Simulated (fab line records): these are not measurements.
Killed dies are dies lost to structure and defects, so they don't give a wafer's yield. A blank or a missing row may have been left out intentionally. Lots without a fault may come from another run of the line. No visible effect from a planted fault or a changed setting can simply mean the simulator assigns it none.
fab line records | flow n5-finfet | part 2 of 2: steps 4 to 6 of 6
record: lots: 21 | wafers: 63 | last-day: 17
route steps=1938 shown HKMG_FIN@447 GATE_CUT@491 MOL_CONTACT_COAG@539
lots with no fault: from the same line, run without faults
start-h: the number of hours between the record's first day and the start of the first shown wafer of the lot | wait-h: hours since the lot's step before | " unchanged from the row above | L1.1+2: a single row standing in for several wafers | - no value, or no start given | * or withheld: withheld | < > ~ a bound
route shown NAME@n: names a module that has steps shown in the file, with the first one's number in the route | usual: mean/standard deviation taken from wafers without a fault | same: alike in all rows | chamber/n: place in a boat | sites: per-site readings | _std_site: standard deviation across them | _edge_site: mean of outer sites minus mean of inner sites | radius-mm: how far each site lies from the wafer's centre | mask NAME#n: copy n | behind: the most recent tool/chamber to have shaped the wafer | hold: the reason the lot was held/the length of the hold in hours/how it ended | device: which transistor (n, p or np) failed to switch | end of line: the same wafers' tests at the end of the route | a step without rows: its recipe alone | killed: dies lost to structure and defects at the first sort, not the wafer's yield | map: per-die view of a wafer (x killed, . not killed, _ where there is no die)
set.NAME: the setting as run; set.NAME@STEP: as run at that earlier step | model.NAME: the simulator's own value behind a step, which no gauge read
a sample of lots followed through the steps of the route, with each step as a table and each wafer as a row
services: from which hour (start-h, from the record's first day; less than 0 if before it) a tool's chamber was out of use, for how many hours, and why
== steps ==
step: N5_MOL_CONTACT_COAG_STRIP_98
recipe: chemistry: N2/H2 | power-w: 500 | temp-c: 40 | pressure-mtorr: 50 | rf-frequency-hz: 6e+07 | overash-fraction: 0.3 | bias-power-w: 8 | h2-frac: 0.5 | n2-flow-sccm: 300 | h2-flow-sccm: 300
usual: drypump-motor-current-A: 5.6/0.43 | oes-product-au: 0.80/0.097 | rf-vpp-V: 54.3/1.4 | showerhead-plenum-p-Torr: 3.37/0.073 | temp-c: 40.02/0.1 | throttle-valve-pct: 19.0/0.43
lot.wafer | tool        | chamber | start-h | wait-h | drypump-motor-current-A | oes-product-au | rf-hours-counter-h | rf-vpp-V | showerhead-plenum-p-Torr | temp-c | throttle-valve-pct
L075.3    | rie-diel-03 | 2       | 100.17  | 0.0    | 5.4                     | 0.72           | 199                | 53.8     | 3.46                     | 40.12  | 18.8
L075.4    | "           | 3       | "       | "      | 5.5                     | 0.66           | 248                | 55.4     | 3.45                     | 39.98  | 19.8
L075.6    | "           | 3       | "       | "      | 5.5                     | 0.65           | -                  | 58.3     | 3.45                     | 39.92  | 19.8
L074.1    | rie-diel-05 | 3       | 104.57  | 0.0    | 5.8                     | 0.73           | 154                | 56.1     | 3.34                     | 40.19  | 19.0
L074.2    | "           | 2       | "       | "      | 5.3                     | 0.77           | 90                 | 53.5     | 3.41                     | 40.07  | 19.3
L074.4    | "           | 0       | "       | "      | 6.0                     | 0.74           | 157                | 53.2     | 3.23                     | 39.88  | 18.7
L076.2    | rie-diel-05 | 0       | 107.15  | 0.0    | 6.0                     | 0.74           | 158                | 53.1     | 3.23                     | 39.95  | 18.7
L076.3    | "           | 1       | "       | "      | 5.3                     | 0.68           | 248                | 55.8     | 3.47                     | 39.91  | 19.7
L076.5    | "           | 0       | "       | "      | 6.0                     | 0.74           | -                  | 51.0     | 3.22                     | 39.93  | 18.7
L077.4    | rie-diel-04 | 3       | 114.47  | 0.0    | 6.3                     | 0.70           | 213                | 53.4     | 3.47                     | 40.13  | 19.6
L077.5    | "           | 0       | "       | "      | 4.8                     | 0.88           | -                  | 53.5     | 3.37                     | 40.12  | 18.1
L077.6    | "           | 3       | "       | "      | 6.3                     | 0.71           | -                  | 52.4     | 3.47                     | 39.98  | 19.5
L078.1    | rie-diel-05 | 0       | 119.63  | 0.0    | 6.0                     | 0.74           | 162                | 54.2     | 3.22                     | 40.21  | 18.7
L078.2    | "           | 2       | "       | "      | 5.3                     | 0.77           | 95                 | 54.2     | 3.41                     | 40.06  | 19.2
L078.6    | "           | 2       | "       | "      | 5.3                     | 0.78           | -                  | 54.9     | 3.41                     | 40.04  | 19.3
L079.2    | rie-diel-04 | 1       | 123.03  | 0.0    | 5.3                     | 0.88           | 23                 | 51.8     | 3.33                     | 39.83  | 19.3
L079.3    | "           | 2       | "       | "      | 5.5                     | 0.93           | 10                 | 55.1     | 3.32                     | 40.03  | 19.0
L079.6    | "           | 2       | "       | "      | 5.5                     | 0.96           | -                  | 53.8     | 3.32                     | 40.15  | 19.0
L080.2    | rie-diel-04 | 0       | 125.78  | 0.0    | 4.8                     | 0.86           | 53                 | 55.3     | 3.37                     | 40.08  | 18.2
L080.3    | "           | 3       | "       | "      | 6.3                     | 0.70           | 217                | 53.5     | 3.47                     | 39.95  | 19.5
L080.6    | "           | 0       | "       | "      | 4.8                     | 0.88           | -                  | 51.1     | 3.37                     | 40.03  | 18.1
L081.2    | rie-diel-03 | 0       | 137.49  | 0.0    | 5.8                     | 0.68           | 234                | 54.3     | 3.32                     | 39.90  | 18.8
L081.5    | "           | 2       | "       | "      | 5.4                     | 0.70           | -                  | 53.9     | 3.45                     | 40.03  | 18.8
L081.6    | "           | 3       | "       | "      | 5.5                     | 0.97           | -                  | 51.9     | 3.45                     | 39.92  | 19.4
L082.1    | rie-diel-04 | 3       | 141.53  | 0.0    | 6.3                     | 0.69           | 223                | 55.1     | 3.47                     | 39.90  | 19.6
L082.3    | "           | 1       | "       | "      | 5.3                     | 0.87           | 30                 | 53.5     | 3.33                     | 40.15  | 19.3
L082.4    | "           | 2       | "       | "      | 5.5                     | 0.92           | 17                 | 53.3     | 3.31                     | 39.92  | 19.0
L083.1    | rie-diel-04 | 2       | 150.34  | 0.0    | 5.5                     | 0.93           | 19                 | 54.9     | 3.31                     | 40.06  | 19.1
L083.2    | "           | 1       | "       | "      | 5.3                     | 0.90           | 32                 | 54.6     | 3.33                     | 40.02  | 19.3
L083.4    | "           | 1       | "       | "      | 5.3                     | 0.89           | -                  | 52.6     | 3.33                     | 40.17  | 19.2
L084.2    | rie-diel-05 | 1       | 155.01  | 0.0    | 5.3                     | 0.96           | 8                  | 53.1     | 3.47                     | 40.06  | 19.5
L084.3    | "           | 3       | "       | "      | 5.8                     | 0.71           | 173                | 53.7     | 3.33                     | 39.97  | 18.9
L084.6    | "           | 0       | "       | "      | 6.0                     | 0.70           | -                  | 54.3     | 3.22                     | 40.15  | 18.7
L086.2    | rie-diel-03 | 0       | 176.86  | 0.0    | 5.8                     | 0.66           | 249                | 55.8     | 3.31                     | 40.08  | 18.8
L086.4    | "           | 3       | "       | "      | 5.5                     | 0.90           | 21                 | 54.2     | 3.44                     | 40.02  | 19.5
L086.6    | "           | 3       | "       | "      | 5.5                     | 0.92           | -                  | 55.0     | 3.44                     | 40.13  | 19.5
L088.1    | rie-diel-05 | 2       | 187.09  | 0.0    | 5.3                     | 0.75           | 119                | 53.6     | 3.40                     | 40.03  | 19.3
L088.5    | "           | 2       | "       | "      | 5.3                     | 0.75           | -                  | 53.9     | 3.40                     | 40.11  | 19.3
L088.6    | "           | 3       | "       | "      | 5.8                     | 0.71           | -                  | 52.4     | 3.32                     | 40.09  | 19.0
L089.3    | rie-diel-04 | 2       | 190.94  | 0.0    | 5.5                     | 0.90           | 31                 | 54.2     | 3.31                     | 39.92  | 19.1
L089.4    | "           | 3       | "       | "      | 6.3                     | 0.68           | 236                | 56.2     | 3.46                     | 40.08  | 19.6
L089.6    | "           | 2       | "       | "      | 5.5                     | 0.90           | -                  | 53.8     | 3.31                     | 40.04  | 19.0
L090.2    | rie-diel-05 | 3       | 196.87  | 0.0    | 5.8                     | 0.69           | 186                | 51.8     | 3.32                     | 39.94  | 19.0
L090.4    | "           | 1       | "       | "      | 5.3                     | 0.92           | 21                 | 53.5     | 3.46                     | 39.84  | 19.5
L090.5    | "           | 0       | "       | "      | 6.0                     | 0.70           | -                  | 55.6     | 3.21                     | 40.09  | 18.7
L092.1    | rie-diel-04 | 2       | 204.89  | 0.0    | 5.5                     | 0.88           | 36                 | 52.9     | 3.30                     | 39.92  | 19.1
L092.4    | "           | 1       | "       | "      | 5.3                     | 0.85           | 55                 | 51.8     | 3.31                     | 40.03  | 19.3
L092.6    | "           | 0       | "       | "      | 4.8                     | 0.82           | -                  | 55.3     | 3.35                     | 40.15  | 18.2
L093.1    | rie-diel-03 | 2       | 204.94  | 0.0    | 5.3                     | 0.67           | 245                | 53.5     | 3.43                     | 40.01  | 18.9
L093.3    | "           | 1       | "       | "      | 6.3                     | 0.81           | 89                 | 54.1     | 3.39                     | 39.83  | 19.0
L093.4    | "           | 2       | "       | "      | 5.4                     | 0.68           | -                  | 54.6     | 3.43                     | 40.05  | 18.9
L094.2    | rie-diel-03 | 1       | 213.23  | 0.0    | 6.3                     | 0.82           | 92                 | 54.4     | 3.39                     | 39.90  | 18.9
L094.3    | "           | 3       | "       | "      | 5.5                     | 0.88           | 37                 | 55.6     | 3.43                     | 40.04  | 19.5
L094.5    | "           | 2       | "       | "      | 5.4                     | 0.68           | -                  | 54.1     | 3.43                     | 40.04  | 18.9
L095.4    | rie-diel-04 | 2       | 214.46  | 0.0    | 5.5                     | 0.91           | 36                 | 54.5     | 3.30                     | 40.04  | 19.0
L095.5    | "           | 1       | "       | "      | 5.3                     | 0.83           | -                  | 53.4     | 3.31                     | 40.05  | 19.3
L095.6    | "           | 0       | "       | "      | 4.8                     | 0.82           | -                  | 57.0     | 3.35                     | 39.75  | 18.2
L096.4    | rie-diel-03 | 3       | 221.27  | 0.0    | 5.5                     | 0.88           | 41                 | 51.6     | 3.43                     | 40.03  | 19.5
L096.5    | "           | 3       | "       | "      | 5.5                     | 0.88           | -                  | 53.1     | 3.43                     | 39.99  | 19.5
L096.6    | "           | 0       | "       | "      | 5.8                     | 0.96           | -                  | 55.4     | 3.31                     | 40.25  | 18.4
L097.1    | rie-diel-04 | 1       | 230.84  | 0.0    | 5.3                     | 0.83           | 66                 | 55.3     | 3.31                     | 39.94  | 19.3
L097.4    | "           | 2       | "       | "      | 5.5                     | 0.89           | -                  | 53.1     | 3.30                     | 40.02  | 19.1
L097.5    | "           | 1       | "       | "      | 5.3                     | 0.83           | -                  | 52.0     | 3.31                     | 40.10  | 19.3
step: N5_MOL_CONTACT_COAG_SPUTTER_143
recipe: material: Co | target-thk-a: 25 | temp-c: 25 | chamber-pressure-pa: 0.2
usual: chamber-pressure-pa: 0.1999/0.00041 | throttle-valve-pct: 29.9/0.85
lot.wafer | tool           | chamber | start-h | wait-h | chamber-pressure-pa | throttle-valve-pct
L075.3    | pvd-sputter-03 | -       | 101.60  | 0.0    | 0.2002              | 31.6
L075.4    | "              | -       | "       | "      | 0.1995              | 30.4
L075.6    | "              | -       | "       | "      | 0.1997              | 30.1
L074.1    | pvd-sputter-01 | -       | 106.47  | 0.0    | 0.2005              | 30.5
L074.2    | "              | -       | "       | "      | 0.2000              | 30.0
L074.4    | "              | -       | "       | "      | 0.2006              | 28.3
L076.2    | pvd-sputter-03 | -       | 110.06  | 0.0    | 0.2004              | 31.7
L076.3    | "              | -       | "       | "      | 0.2006              | 30.3
L076.5    | "              | -       | "       | "      | 0.1999              | 31.9
L077.4    | pvd-sputter-02 | -       | 116.32  | 0.0    | 0.2001              | 29.5
L077.5    | "              | -       | "       | "      | 0.2002              | 29.9
L077.6    | "              | -       | "       | "      | 0.2005              | 29.4
L078.1    | pvd-sputter-03 | -       | 121.36  | 0.0    | 0.2006              | 30.3
L078.2    | "              | -       | "       | "      | 0.1997              | 30.1
L078.6    | "              | -       | "       | "      | 0.2000              | 29.2
L079.2    | pvd-sputter-01 | -       | 126.32  | 0.0    | 0.2001              | 30.1
L079.3    | "              | -       | "       | "      | 0.2002              | 29.1
L079.6    | "              | -       | "       | "      | 0.2005              | 30.2
L080.2    | pvd-sputter-02 | -       | 127.27  | 0.0    | 0.2006              | 29.3
L080.3    | "              | -       | "       | "      | 0.2003              | 30.1
L080.6    | "              | -       | "       | "      | 0.2001              | 30.0
L081.2    | pvd-sputter-03 | -       | 139.57  | 0.0    | 0.2001              | 30.6
L081.5    | "              | -       | "       | "      | 0.1999              | 30.1
L081.6    | "              | -       | "       | "      | 0.1993              | 29.1
L082.1    | pvd-sputter-01 | -       | 143.76  | 0.0    | 0.1991              | 29.1
L082.3    | "              | -       | "       | "      | 0.2000              | 28.3
L082.4    | "              | -       | "       | "      | 0.1999              | 29.8
L083.1    | pvd-sputter-02 | -       | 151.87  | 0.0    | 0.2008              | 29.4
L083.2    | "              | -       | "       | "      | 0.1995              | 31.2
L083.4    | "              | -       | "       | "      | 0.2003              | 29.3
L084.2    | pvd-sputter-02 | -       | 157.95  | 0.0    | 0.2001              | 29.4
L084.3    | "              | -       | "       | "      | 0.2004              | 30.9
L084.6    | "              | -       | "       | "      | 0.2001              | 29.4
L086.2    | pvd-sputter-03 | -       | 179.19  | 0.0    | 0.1994              | 30.4
L086.4    | "              | -       | "       | "      | 0.1991              | 30.0
L086.6    | "              | -       | "       | "      | 0.1998              | 30.2
L088.1    | pvd-sputter-02 | -       | 192.97  | 0.0    | 0.1995              | 30.2
L088.5    | "              | -       | "       | "      | 0.2008              | 29.6
L088.6    | "              | -       | "       | "      | 0.1998              | 29.4
L089.3    | pvd-sputter-02 | -       | 193.72  | 0.0    | 0.2000              | 29.2
L089.4    | "              | -       | "       | "      | 0.2002              | 31.0
L089.6    | "              | -       | "       | "      | 0.2002              | 29.2
L090.2    | pvd-sputter-01 | -       | 198.89  | 0.0    | 0.1994              | 28.2
L090.4    | "              | -       | "       | "      | 0.1995              | 29.1
L090.5    | "              | -       | "       | "      | 0.1986              | 30.2
L092.1    | pvd-sputter-03 | -       | 208.03  | 0.0    | 0.2003              | 31.6
L092.4    | "              | -       | "       | "      | 0.2007              | 30.3
L092.6    | "              | -       | "       | "      | 0.2002              | 30.1
L093.1    | pvd-sputter-03 | -       | 208.63  | 0.0    | 0.2007              | 29.2
L093.3    | "              | -       | "       | "      | 0.1997              | 30.0
L093.4    | "              | -       | "       | "      | 0.2001              | 29.7
L094.2    | pvd-sputter-02 | -       | 216.10  | 0.0    | 0.1996              | 29.5
L094.3    | "              | -       | "       | "      | 0.2002              | 30.4
L094.5    | "              | -       | "       | "      | 0.1997              | 29.5
L095.4    | pvd-sputter-03 | -       | 216.29  | 0.0    | 0.2000              | 30.2
L095.5    | "              | -       | "       | "      | 0.2006              | 30.0
L095.6    | "              | -       | "       | "      | 0.2001              | 30.3
L096.4    | pvd-sputter-01 | -       | 224.06  | 0.0    | 0.1997              | 29.2
L096.5    | "              | -       | "       | "      | 0.1998              | 30.1
L096.6    | "              | -       | "       | "      | 0.1997              | 28.1
L097.1    | pvd-sputter-03 | -       | 233.79  | 0.0    | 0.1995              | 30.3
L097.4    | "              | -       | "       | "      | 0.2000              | 29.9
L097.5    | "              | -       | "       | "      | 0.1998              | 30.2
step: N5_MOL_CONTACT_COAG_ANNEAL_113
recipe: temp-c: 400 | time-s: 300 | ambient: H2/N2
usual: lamp-power-pct: 2.80/0.16 | lamp_zone_5_pct: 2.80/0.16 | lamp_zone_6_pct: 2.77/0.16 | wafer_temp_C_max: 401.7/0.9
lot.wafer | tool          | chamber | start-h | wait-h | lamp-power-pct | lamp_zone_5_pct | lamp_zone_6_pct | wafer_temp_C_max
L075.3    | rtp-anneal-01 | 0       | 102.74  | 0.7    | 2.96           | 2.96            | 2.93            | 400.7
L075.4    | "             | 0       | "       | "      | 2.95           | 2.97            | 2.93            | 400.6
L075.6    | "             | 0       | "       | "      | 2.96           | 2.96            | 2.93            | 400.9
L074.1    | rtp-anneal-02 | 0       | 107.20  | 0.3    | 2.64           | 2.64            | 2.61            | 402.9
L074.2    | "             | 0       | "       | "      | 2.64           | 2.64            | 2.62            | 403.0
L074.4    | "             | 0       | "       | "      | 2.64           | 2.64            | 2.61            | 402.9
L076.2    | rtp-anneal-02 | 0       | 110.95  | 0.5    | 2.64           | 2.64            | 2.61            | 402.7
L076.3    | "             | 0       | "       | "      | 2.64           | 2.64            | 2.61            | 402.4
L076.5    | "             | 0       | "       | "      | 2.64           | 2.64            | 2.61            | 402.6
L077.4    | rtp-anneal-01 | 0       | 117.50  | 0.5    | 2.96           | 2.95            | 2.92            | 400.5
L077.5    | "             | 0       | "       | "      | 2.96           | 2.96            | 2.93            | 400.8
L077.6    | "             | 0       | "       | "      | 2.96           | 2.96            | 2.93            | 400.8
L078.1    | rtp-anneal-01 | 0       | 122.30  | 0.4    | 2.95           | 2.95            | 2.92            | 400.6
L078.2    | "             | 0       | "       | "      | 2.96           | 2.96            | 2.93            | 400.6
L078.6    | "             | 0       | "       | "      | 2.96           | 2.95            | 2.93            | 400.8
L079.2    | rtp-anneal-02 | 0       | 127.56  | 0.8    | 2.64           | 2.64            | 2.61            | 403.0
L079.3    | "             | 0       | "       | "      | 2.64           | 2.64            | 2.61            | 402.5
L079.6    | "             | 0       | "       | "      | 2.63           | 2.64            | 2.61            | 402.3
L080.2    | rtp-anneal-01 | 0       | 128.44  | 0.8    | 2.96           | 2.96            | 2.93            | 400.8
L080.3    | "             | 0       | "       | "      | 2.96           | 2.96            | 2.92            | 400.9
L080.6    | "             | 0       | "       | "      | 2.96           | 2.96            | 2.93            | 401.0
L081.2    | rtp-anneal-02 | 0       | 140.53  | 0.6    | 2.64           | 2.64            | 2.61            | 401.7
L081.5    | "             | 0       | "       | "      | 2.64           | 2.64            | 2.61            | 401.5
L081.6    | "             | 0       | "       | "      | 2.64           | 2.64            | 2.62            | 402.1
L082.1    | rtp-anneal-01 | 0       | 144.73  | 0.6    | 2.96           | 2.96            | 2.93            | 400.7
L082.3    | "             | 0       | "       | "      | 2.95           | 2.96            | 2.93            | 401.1
L082.4    | "             | 0       | "       | "      | 2.96           | 2.96            | 2.93            | 401.1
L083.1    | rtp-anneal-02 | 0       | 152.82  | 0.5    | 2.64           | 2.64            | 2.61            | 402.5
L083.2    | "             | 0       | "       | "      | 2.64           | 2.64            | 2.61            | 402.5
L083.4    | "             | 0       | "       | "      | 2.64           | 2.64            | 2.61            | 401.9
L084.2    | rtp-anneal-01 | 0       | 158.84  | 0.5    | 2.96           | 2.96            | 2.93            | 401.3
L084.3    | "             | 0       | "       | "      | 2.96           | 2.96            | 2.93            | 401.3
L084.6    | "             | 0       | "       | "      | 2.96           | 2.96            | 2.92            | 400.8
L086.2    | rtp-anneal-01 | 0       | 180.23  | 0.6    | 2.95           | 2.96            | 2.92            | 400.7
L086.4    | "             | 0       | "       | "      | 2.96           | 2.95            | 2.92            | 400.9
L086.6    | "             | 0       | "       | "      | 2.96           | 2.96            | 2.93            | 401.3
L088.1    | rtp-anneal-01 | 0       | 193.83  | 0.3    | 2.96           | 2.96            | 2.93            | 400.8
L088.5    | "             | 0       | 195.03  | 1.2    | 2.95           | 2.96            | 2.93            | 401.3
L088.6    | "             | 0       | "       | "      | 2.95           | 2.96            | 2.92            | 401.2
L089.3    | rtp-anneal-02 | 0       | 194.99  | 0.6    | 2.64           | 2.64            | 2.62            | 402.7
L089.4    | "             | 0       | "       | "      | 2.64           | 2.64            | 2.61            | 402.7
L089.6    | "             | 0       | "       | "      | 2.64           | 2.64            | 2.61            | 403.0
L090.2    | rtp-anneal-02 | 0       | 200.00  | 0.7    | 2.64           | 2.64            | 2.61            | 403.5
L090.4    | "             | 0       | "       | "      | 2.64           | 2.64            | 2.62            | 402.1
L090.5    | "             | 0       | "       | "      | 2.64           | 2.63            | 2.61            | 402.1
L092.1    | rtp-anneal-02 | 0       | 208.94  | 0.5    | 2.64           | 2.64            | 2.61            | 402.3
L092.4    | "             | 0       | "       | "      | 2.64           | 2.64            | 2.61            | 403.3
L092.6    | "             | 0       | "       | "      | 2.64           | 2.64            | 2.61            | 402.3
L093.1    | rtp-anneal-02 | 0       | 209.84  | 0.8    | 2.64           | 2.64            | 2.61            | 402.1
L093.3    | "             | 0       | "       | "      | 2.64           | 2.64            | 2.61            | 402.6
L093.4    | "             | 0       | "       | "      | 2.64           | 2.64            | 2.61            | 402.8
L094.2    | rtp-anneal-02 | 0       | 216.99  | 0.5    | 2.64           | 2.64            | 2.62            | 402.5
L094.3    | "             | 0       | "       | "      | 2.64           | 2.64            | 2.61            | 402.7
L094.5    | "             | 0       | "       | "      | 2.64           | 2.64            | 2.61            | 403.5
L095.4    | rtp-anneal-01 | 0       | 217.47  | 0.5    | 2.95           | 2.96            | 2.92            | 401.0
L095.5    | "             | 0       | "       | "      | 2.96           | 2.96            | 2.93            | 401.0
L095.6    | "             | 0       | "       | "      | 2.96           | 2.96            | 2.93            | 401.2
L096.4    | rtp-anneal-01 | 0       | 225.46  | 0.7    | 2.96           | 2.96            | 2.93            | 400.7
L096.5    | "             | 0       | "       | "      | 2.96           | 2.95            | 2.93            | 401.2
L096.6    | "             | 0       | "       | "      | 2.96           | 2.95            | 2.93            | 400.8
L097.1    | rtp-anneal-01 | 0       | 234.66  | 0.5    | 2.96           | 2.95            | 2.93            | 400.9
L097.4    | "             | 0       | "       | "      | 2.96           | 2.95            | 2.93            | 401.3
L097.5    | "             | 0       | "       | "      | 2.95           | 2.96            | 2.93            | 400.9
== services ==
tool            | chamber | start-h | hours | kind
rie-diel-05     | 0       | 63.64   | 5.0   | repair
plasma-asher-01 | -       | 67.06   | 1.7   | repair
pvd-sputter-03  | -       | 67.08   | 2.5   | repair
rie-diel-04     | 2       | 78.35   | -     | clean
rie-diel-04     | 2       | 78.35   | -     | consumable-replace:focus-ring
rie-diel-04     | 2       | 78.35   | 20.8  | scheduled-down
rie-diel-04     | 2       | 78.35   | 20.8  | vent-cycle
rie-diel-01     | -       | 94.56   | 2.8   | pm
rie-diel-01     | 0       | 114.37  | 7.6   | repair
rie-diel-06     | 1       | 127.09  | 2.5   | repair
rie-diel-06     | 2       | 139.56  | 7.7   | repair
rtp-anneal-02   | -       | 141.32  | 4.7   | pm
rie-diel-01     | 3       | 142.69  | 2.2   | repair
rie-diel-04     | 3       | 149.33  | 7.2   | repair
plasma-asher-02 | -       | 154.70  | 6.9   | repair
pvd-sputter-02  | -       | 166.21  | 1.9   | repair
rie-diel-04     | 2       | 169.75  | 12.7  | repair
rie-diel-02     | 1       | 178.83  | 7.1   | repair
pvd-sputter-03  | -       | 186.93  | 2.6   | repair
rie-diel-02     | 2       | 196.07  | -     | clean
rie-diel-02     | 2       | 196.07  | -     | consumable-replace:focus-ring
rie-diel-04     | 2       | 205.62  | 6.8   | repair
plasma-asher-01 | -       | 216.65  | 2.8   | pm
rie-diel-01     | 2       | 220.13  | 3.2   | repair
